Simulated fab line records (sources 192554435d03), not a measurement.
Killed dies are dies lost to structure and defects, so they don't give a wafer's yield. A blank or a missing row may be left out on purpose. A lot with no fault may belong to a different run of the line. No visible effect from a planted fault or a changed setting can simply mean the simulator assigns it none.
fab line records ; flow n5_finfet
record: lots: 4; wafers: 12; last_day: 17
route steps=1938 shown BEOL_M15@1815 PASS1_DEP@1831 MIM_BOT@1832 MIM_TOP@1834 MIM_TOP_LITHO@1839 PASSIVATION@1936
lots untouched by any fault: they come from a run of this same line in which no faults occurred
start_h: hours from the record's opening day to when the first of the lot's shown wafers began ; wait_h: hours from the lot's prior step to this one ; " same as the row above ; L1.1+2: one row covering several wafers at once ; - no value present, or no start provided ; * or withheld: withheld ; < > ~ a bound
route shown NAME@n: names a module that has steps shown in the file, with the first one's number in the route ; usual: the fault-free wafers' mean and standard deviation ; same: alike in all rows ; chamber/n: place in a boat ; sites: per-site readings ; _std_site: standard deviation of those values ; _edge_site: outer sites' mean less inner sites' ; radius_mm: for every site, how far away it sits from the centre of the wafer ; mask NAME#n: copy n ; behind: the last tool/chamber to shape the wafer ; hold: cause of the lot's hold/its duration in hours/its outcome ; device: the n, p or np transistor that did not switch ; end of line: the tests these same wafers got at the end of their route ; for a step that has no rows: nothing shown but its recipe ; killed: the dies lost at the first sort to structure and to defects; this is not the yield of the wafer ; map: dies across one wafer; x = killed, . = not, _ = none there
set.NAME: setting as actually run; set.NAME@STEP: the setting as run at that earlier step ; model.NAME: the simulator's own value behind a step, which no gauge read
lots at selected steps of the route; one table per step, one row per wafer
services: when a tool's chamber went out of use (start_h, in hours from the record's first day, below 0 if earlier), for how many hours, and the reason
== steps ==
step: N5_BEOL_M15_PRECLEAN_39
recipe: chemistry: residue_remover; time_s: 60; temp_c: 40
step: N5_BEOL_M15_SRD_40
recipe: time_s: 30; temp_c: 23; rinse_liquid: diw; dry: n2_spin; spin_rpm: 1500; dry_time_s: 30
step: N5_BEOL_M15_DEGAS_41
recipe: ambient: vacuum; temp_c: 300; time_s: 60
step: N5_BEOL_M15_PRE_CLEAN_42
recipe: gas: H2/He; time_s: 30; temp_c: 300
step: N5_BEOL_M15_SPUTTER_43
recipe: material: TaN; target_thk_a: 150; temp_c: 50; bias_v: 168.6; power_w: 15000; chamber_pressure_pa: 0.12; time_s: 24.19
step: N5_BEOL_M15_SPUTTER_44
recipe: material: Ta; target_thk_a: 150; temp_c: 50; bias_v: 80; power_w: 15000; chamber_pressure_pa: 0.07; time_s: 24.19
step: N5_BEOL_M15_SPUTTER_45
recipe: material: Cu; target_thk_a: 1000; temp_c: -20; bias_v: 60; power_w: 26000; chamber_pressure_pa: 0.13; time_s: 16.67
step: N5_BEOL_M15_ECD_47
recipe: material: Cu; target_thk_a: 18600
step: N5_BEOL_M15_ANNEAL_48
recipe: temp_c: 225; time_s: 90; ambient: N2
step: N5_BEOL_M15_CMP_49
recipe: stop_on: SiO2; t_overpolish_s: 4.9; down_force_psi: 2; platen_rpm: 80; clearing_platen_down_force_psi: 2; clearing_platen_rpm: 80; post_cmp_clean: cu_alkaline; target_thk_nm: 850; clearing_platen_pad_velocity_m_s: 1.5917; pad_velocity_m_s: 1.5917
step: N5_BEOL_M15_PRE_CLEAN_52
recipe: gas: NH3; time_s: 15; temp_c: withheld; rf_power_w: 300
step: N5_BEOL_M15_DEP_53
recipe: material: SiCN; target_thk_a: 500; temp_c: withheld; precursor: 3MS/NH3; pressure_torr: 3; rf_w: 675; time_s: 17.8
usual: showerhead_plenum_p_Torr: 4.156/0.013; throttle_valve_pct: 18.3/0.85
lot.wafer;tool;chamber;start_h;wait_h;showerhead_plenum_p_Torr;throttle_valve_pct
L102.1;pecvd-01;2;325.14;0.0;4.153;18.4
L102.2;pecvd-01;1;325.14;0.0;4.160;18.6
L102.4;pecvd-01;2;325.14;0.0;4.162;18.5
L113.1;pecvd-01;1;370.94;0.0;4.169;18.6
L113.3;pecvd-01;2;370.94;0.0;4.159;18.3
L113.4;pecvd-01;2;370.94;0.0;4.165;18.3
L112.2;pecvd-01;2;374.15;0.0;4.149;18.4
L112.4;pecvd-01;1;374.15;0.0;4.149;18.6
L112.5;pecvd-01;0;374.15;0.0;4.125;17.2
L115.4;pecvd-03;0;394.56;0.0;4.138;20.2
L115.5;pecvd-03;1;394.56;0.0;4.164;18.6
L115.6;pecvd-03;2;394.56;0.0;4.166;17.5
step: N5_BEOL_M15_INSPECT_55
recipe: inspect_instrument: darkfield; mode: post_dep
usual: raw_defect_count: 74/26
lot.wafer;tool;chamber;start_h;wait_h;raw_defect_count
L102.1;defect_inspect-01;-;325.23;0.0;62
L102.2;defect_inspect-01;-;325.23;0.0;79
L102.4;defect_inspect-01;-;325.23;0.0;52
L113.1;defect_inspect-01;-;371.03;0.0;83
L113.3;defect_inspect-01;-;371.03;0.0;1032
L113.4;defect_inspect-01;-;371.03;0.0;1011
L112.2;defect_inspect-02;-;374.24;0.0;961
L112.4;defect_inspect-02;-;374.24;0.0;100
L112.5;defect_inspect-02;-;374.24;0.0;87
L115.4;defect_inspect-02;-;394.64;0.0;67
L115.5;defect_inspect-02;-;394.64;0.0;63
L115.6;defect_inspect-02;-;394.64;0.0;72
step: N5_PASSIVATION_PECVD_00
recipe: material: SiO2; target_thk_a: 2000; temp_c: 400; precursor: SiH4/N2O; pressure_torr: 2.7; rf_w: 608; time_s: 11.2
step: N5_MIM_BOT_DEGAS_01
recipe: ambient: vacuum; temp_c: 300; time_s: 60
step: N5_MIM_BOT_SPUTTER_00
recipe: material: TiN; target_thk_a: 350; temp_c: 200; power_w: 3000; chamber_pressure_pa: 0.49996; gas: Ar; reactive_partial_pa: 0.37997; time_s: 89.7
step: N5_MIM_TOP_ALD_00
recipe: material: Al2O3; target_thk_a: *; temp_c: withheld; ald_precursor_family: TMA; ald_co_reactant: O3; pulse_time_s: withheld; purge_time_s: 3; co_reactant_purge_time_s: withheld; co_reactant_pulse_time_s: 3; ald_cycles: withheld
step: N5_MIM_TOP_ALD_01
recipe: material: HfO2; target_thk_a: 56; temp_c: withheld; ald_precursor_family: Hf-amide; ald_co_reactant: O3; pulse_time_s: 1; purge_time_s: 3; co_reactant_purge_time_s: 2; co_reactant_pulse_time_s: 3; ald_cycles: 62
step: N5_MIM_TOP_ALD_02
recipe: material: Al2O3; target_thk_a: *; temp_c: withheld; ald_precursor_family: TMA; ald_co_reactant: O3; pulse_time_s: withheld; purge_time_s: 3; co_reactant_purge_time_s: withheld; co_reactant_pulse_time_s: 3; ald_cycles: withheld
step: N5_MIM_TOP_DEGAS_04
recipe: ambient: vacuum; temp_c: 300; time_s: 60
step: N5_MIM_TOP_SPUTTER_03
recipe: material: TiN; target_thk_a: 350; temp_c: 200; power_w: 3000; chamber_pressure_pa: 0.49996; gas: Ar; reactive_partial_pa: 0.37997; time_s: 89.7
step: N5_MIM_TOP_LITHO_HMDS_01
recipe: time_s: 60; temp_c: 120
step: N5_MIM_TOP_LITHO_COAT_02
recipe: spin_rpm: *; resist_thk_nm: *
step: N5_MIM_TOP_LITHO_EBR_04
recipe: solvent: PGMEA; ebr_width_mm: 1.5
step: N5_MIM_TOP_LITHO_SOFTBAKE_03
recipe: temp_c: 100; time_s: 90
step: N5_MIM_TOP_LITHO_EXPOSE_05
recipe: mask_id: MIM_TOP; na: 0.55; source_shape: conventional; sigma_outer: 0.8; polarization: unpolarized; target_cd_nm: 2000; dose_mj: 20.5
step: N5_MIM_TOP_LITHO_PEB_06
recipe: peb_temp_c: withheld; peb_time_s: *
step: N5_MIM_TOP_LITHO_DEVELOP_07
recipe: develop_time_s: 60; rinse_liquid: diw; dry: air_spin; dev_temp_c: 21
step: N5_MIM_TOP_LITHO_HARDBAKE_09
recipe: temp_c: 130; time_s: 120
step: N5_MIM_TOP_LITHO_INSPECT_12
recipe: mode: adi; inspect_instrument: macro
usual: raw_defect_count: 2.1/1.3
lot.wafer;tool;chamber;start_h;wait_h;raw_defect_count
L102.1;defect_inspect-01;-;329.38;0.0;5
L102.2;defect_inspect-01;-;329.38;0.0;3
L102.4;defect_inspect-01;-;329.38;0.0;2
L113.1;defect_inspect-02;-;376.59;0.0;0
L113.3;defect_inspect-02;-;376.59;0.0;>300
L113.4;defect_inspect-02;-;376.59;0.0;>300
L112.2;defect_inspect-01;-;378.16;0.0;>300
L112.4;defect_inspect-01;-;378.16;0.0;2
L112.5;defect_inspect-01;-;378.16;0.0;2
L115.4;defect_inspect-01;-;397.54;0.0;0
L115.5;defect_inspect-01;-;397.54;0.0;2
L115.6;defect_inspect-01;-;397.54;0.0;3
step: N5_MIM_TOP_LITHO_DESCUM_10
recipe: chemistry: O2; time_s: 7.9; source_power_w: 50; bias_power_w: 20; pressure_mtorr: 20; rf_frequency_hz: 2.712e+07; temp_c: 40; o2_flow_sccm: 225
step: N5_PASSIVATION_PROBE_49
usual: defect_limited_yield: 91.2/1.4; killed_at_M0_to_M3: 34/10; killed_at_M4_up: 13/5.1; killed_at_contacts: 12/6.5; killed_at_front_end: 41/11; killed_at_other: 4/3.3; killed_dies: 104/16; killed_on_rim: 14/3.9; killed_open: 69/13; killed_short: 33/7; sort_bin_5_function: 5.1/0.91; sort_bin_6_memory: 3.3/0.69; sort_n_pass: 1076/16; sort_yield_pct: 91.2/1.4
same: gross_dies: 1180; killed_at_back_side: 0; sort_bin_4_leakage[%]: 0; sort_bin_8_speed[%]: 0
lot.wafer;tool;chamber;start_h;wait_h;defect_limited_yield[%];killed_at_M0_to_M3;killed_at_M4_up;killed_at_contacts;killed_at_front_end;killed_at_other;killed_dies;killed_on_rim;killed_open;killed_short;sort_bin_5_function[%];sort_bin_6_memory[%];sort_n_pass;sort_yield_pct[%]
L102.1;prober-01;-;339.53;0.0;88.4;46;17;16;58;0;137;18;101;31;6.7;4.7;1043;88.4
L102.2;prober-01;-;339.58;0.1;89.6;37;21;17;46;2;123;17;93;30;6.5;3.8;1057;89.6
L102.4;prober-01;-;339.68;0.2;90.7;46;18;19;25;2;110;12;69;40;4.9;3.9;1070;90.7
L113.1;prober-02;-;385.87;0.0;91.0;36;17;6;46;1;106;11;71;35;5.2;3.3;1074;91.0
L113.3;prober-02;-;385.97;0.1;87.8;27;87;5;20;5;144;34;45;24;7.1;3.0;1036;87.8
L113.4;prober-02;-;386.02;0.2;85.2;31;96;5;39;4;175;32;75;24;8.1;3.6;1005;85.2
L112.2;prober-02;-;388.26;0.1;85.1;38;81;14;39;4;176;29;76;32;9.2;3.6;1004;85.1
L112.4;prober-02;-;388.36;0.2;89.6;26;12;9;68;8;123;17;93;30;6.3;3.6;1057;89.6
L112.5;prober-02;-;388.41;0.2;89.7;29;12;21;51;9;122;11;79;43;6.4;3.4;1058;89.7
L115.4;prober-02;-;410.73;0.2;90.3;36;11;10;54;3;114;18;82;32;5.8;3.4;1066;90.3
L115.5;prober-02;-;410.78;0.2;91.3;34;9;5;52;3;103;20;73;29;5.4;3.1;1077;91.3
L115.6;prober-02;-;410.83;0.3;91.0;39;14;8;44;1;106;15;69;35;5.3;3.1;1074;91.0
killed by level:class
L102.1 FIN_SAQP:geometric_particle:open=25 BEOL_M2:geometric_particle:open=15 MOL_CONTACT_COAG:geometric_particle:open=14 STI_FIN_REVEAL:geometric_particle:open=11 BEOL_M0_SAQP:geometric_particle:short=10 BEOL_M4:geometric_particle:open=10 BEOL_M0_SAQP:geometric_particle:open=6 FIN_SAQP:geometric_particle:short=5
L102.2 MOL_CONTACT_COAG:geometric_particle:open=14 STI_FIN_REVEAL:geometric_particle:open=9 BEOL_M1:geometric_particle:open=9 FIN_SAQP:geometric_particle:open=8 DUMMY_GATE:geometric_particle:open=8 BEOL_M2:geometric_particle:open=8 FIN_SAQP:geometric_particle:short=7 BEOL_M3:geometric_particle:open=6
L102.4 MOL_CONTACT_COAG:geometric_particle:open=16 BEOL_M0_SAQP:geometric_particle:short=12 BEOL_M1:geometric_particle:open=9 BEOL_M2:geometric_particle:open=8 BEOL_M3:geometric_particle:open=7 FIN_SAQP:geometric_particle:short=5 BEOL_M0_SAQP:geometric_particle:open=5 BEOL_M4:geometric_particle:open=5
L113.1 STI_FIN_REVEAL:geometric_particle:open=10 FIN_SAQP:geometric_particle:short=9 FIN_SAQP:geometric_particle:open=8 BEOL_M1:geometric_particle:open=8 BEOL_M3:geometric_particle:open=7 BEOL_M4:geometric_particle:open=7 BEOL_M2:geometric_particle:open=6 BEOL_M0_SAQP:geometric_particle:short=5
L113.3 BEOL_M15:unspecified=73 BEOL_M3:geometric_particle:open=10 FIN_SAQP:geometric_particle:short=8 BEOL_M4:geometric_particle:open=6 BEOL_M2:geometric_particle:open=4 STI_FIN_REVEAL:geometric_particle:open=3 MOL_CONTACT_COAG:geometric_particle:open=3 BEOL_M0_SAQP:geometric_particle:short=3
L113.4 BEOL_M15:unspecified=74 BEOL_M4:geometric_particle:open=14 STI_FIN_REVEAL:geometric_particle:open=12 FIN_SAQP:geometric_particle:open=9 BEOL_M3:geometric_particle:open=8 FIN_SAQP:geometric_particle:short=7 BEOL_M0:geometric_particle:open=5 ILD0:geometric_particle:short=4
L112.2 BEOL_M15:unspecified=68 MOL_CONTACT_COAG:geometric_particle:open=11 BEOL_M0_SAQP:geometric_particle:open=11 BEOL_M0_SAQP:geometric_particle:short=10 STI_FIN_REVEAL:geometric_particle:open=9 FIN_SAQP:geometric_particle:open=7 GATE_CUT:geometric_particle:short=7 BEOL_M4:geometric_particle:open=6
L112.4 STI_FIN_REVEAL:geometric_particle:open=31 FIN_SAQP:geometric_particle:open=11 BEOL_M0_SAQP:geometric_particle:open=10 STI_FIN_REVEAL:geometric_particle:short=8 MOL_CONTACT_COAG:geometric_particle:open=8 BEOL_M4:geometric_particle:open=6 DUMMY_GATE:geometric_particle:open=5 BEOL_M0_SAQP:geometric_particle:short=5
L112.5 MOL_CONTACT_COAG:geometric_particle:open=18 GATE_CUT:geometric_particle:short=11 STI_FIN_REVEAL:geometric_particle:open=8 BEOL_M1:geometric_particle:open=7 BEOL_M2:geometric_particle:open=7 FIN_SAQP:geometric_particle:open=6 BEOL_M4:geometric_particle:open=5 DUMMY_GATE:geometric_particle:open=5
L115.4 STI_FIN_REVEAL:geometric_particle:open=23 STI_FIN_REVEAL:geometric_particle:short=9 DUMMY_GATE:geometric_particle:open=8 MOL_CONTACT_COAG:geometric_particle:open=8 BEOL_M1:geometric_particle:open=7 BEOL_M4:geometric_particle:open=7 BEOL_M0_SAQP:geometric_particle:open=6 BEOL_M0_SAQP:geometric_particle:short=6
L115.5 STI_FIN_REVEAL:geometric_particle:open=25 FIN_SAQP:geometric_particle:short=9 BEOL_M0_SAQP:geometric_particle:open=9 BEOL_M2:geometric_particle:open=8 BEOL_M0_SAQP:geometric_particle:short=6 FIN_SAQP:geometric_particle:open=5 BEOL_M1:geometric_particle:open=5 MOL_CONTACT_COAG:geometric_particle:open=4
L115.6 STI_FIN_REVEAL:geometric_particle:open=10 BEOL_M0_SAQP:geometric_particle:open=8 STI_FIN_REVEAL:geometric_particle:short=7 MOL_CONTACT_COAG:geometric_particle:open=7 BEOL_M0:geometric_particle:short=7 FIN_SAQP:geometric_particle:short=5 FIN_SAQP:geometric_particle:open=5 BEOL_M0_SAQP:geometric_particle:short=5
map L112.2 (x killed, . not)
_________________......x.....________________
______________......x..........._____________
___________..x...........x..x......__________
__________.x......x..x............x._________
________................x...x...x...x._______
_______...........xx...................______
______...........x...x.................._____
_____.................x.............x.x..____
____..x.........x..............x.....x....___
___...............x.........x.........x....__
___...........................x.x..........__
__............x....xx.x...x......x.........._
__....................x.x...............x..._
_................x..x........................
_......x.x................................x..
_.............................xx..........x..
_x.......xx....x.............................
_......x.................x.x...x.x...xx......
_.x....x.x....x..x..............x............
_......x............x...............x........
_............x...x..............x.......x....
__.........x.x....................x......x.._
__.......x.......x....x..x.x................_
___.................................x.xx..x__
___....................x.......xx.x.x.xxx..__
____.......xxx..x..............xxxxxxxxxx.___
_____..............x.x.......xxxxxxxxxxxx____
______............xx....x...xxxxxxxxxxxx_____
_______........x.....x........xxxxxxxxx______
________....................x.xxxxxxxx_______
__________........x.x...x.x...xxxxxx_________
___________...x...x.x..........xxxx__________
______________..x...........x.xx_____________
_________________.....x......________________
map L113.4 (x killed, . not)
_________________............________________
______________..........x......._____________
___________x...x....x..............__________
__________...............x.......x.._________
________....................x...x....._______
_______...........x.....x.......x......______
______..x............x.......x.........._____
_____....................................____
____..........x......................x.x..___
___........................................__
___..........................xx.x.........x__
__.x......x...x.................x......x...._
__.......x..............x..............x...._
_x.....x.....................x...............
_x.....x.x...........................x.......
_.........x.............x.x..........x..x....
_.x.x.x..................x..x..............x.
_.....................x......................
_.x.....x..x...x.....x.x............x........
_........x..x................................
_.x...........xx..........xx.......x....x....
__....x........x......x........xx..........._
__x....................x....x.....xx....x.x._
___.........x..xx....................xx....__
___.x............x.....x......x.x..xxxxx.x.__
____.x.x.......x............x..xxxxxxxxxxx___
_____...x....x.x..............xxxxxxxxxxx____
______...................x.x..xxxxxxxxxx_____
_______.........x......x.....xxxxxxxxxx______
________........x.....x......xxxxxxxxx_______
__________.....................xxxxx_________
___________...........x....x.xxxxxx__________
______________........xx......xx_____________
_________________....x......x________________
== services ==
tool;chamber;start_h;hours;kind
pecvd-01;-;308.01;1.3;repair
pecvd-01;-;330.68;2.8;pm
== key ==
first_sign: step: N5_BEOL_M15_INSPECT_55; reading: raw_defect_count; direction: up; sigmas: 36; usual: 74; struck: 1001
effect: step: N5_MIM_TOP_LITHO_INSPECT_12; reading: raw_defect_count; direction: up; sigmas: 99+; usual: 2.1; struck: >300
effect: step: N5_PASSIVATION_PROBE_49; reading: killed_at_M4_up; direction: up; sigmas: 15; usual: 13; struck: 88
more_kills_born_at: N5_BEOL_M15_DEP_53@pecvd-01: 215
met_at N5_BEOL_M15_DEP_53
struck_wafers L112.2,L113.3,L113.4
onset_between 325.14 370.94
fault: kind: chamber_particle_source; tool: pecvd-01; chamber: 2; onset_h: 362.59; steps: N5_BEOL_M15_DEP_53; rate_per_visit_cm2: 1.4057; end_h: 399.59
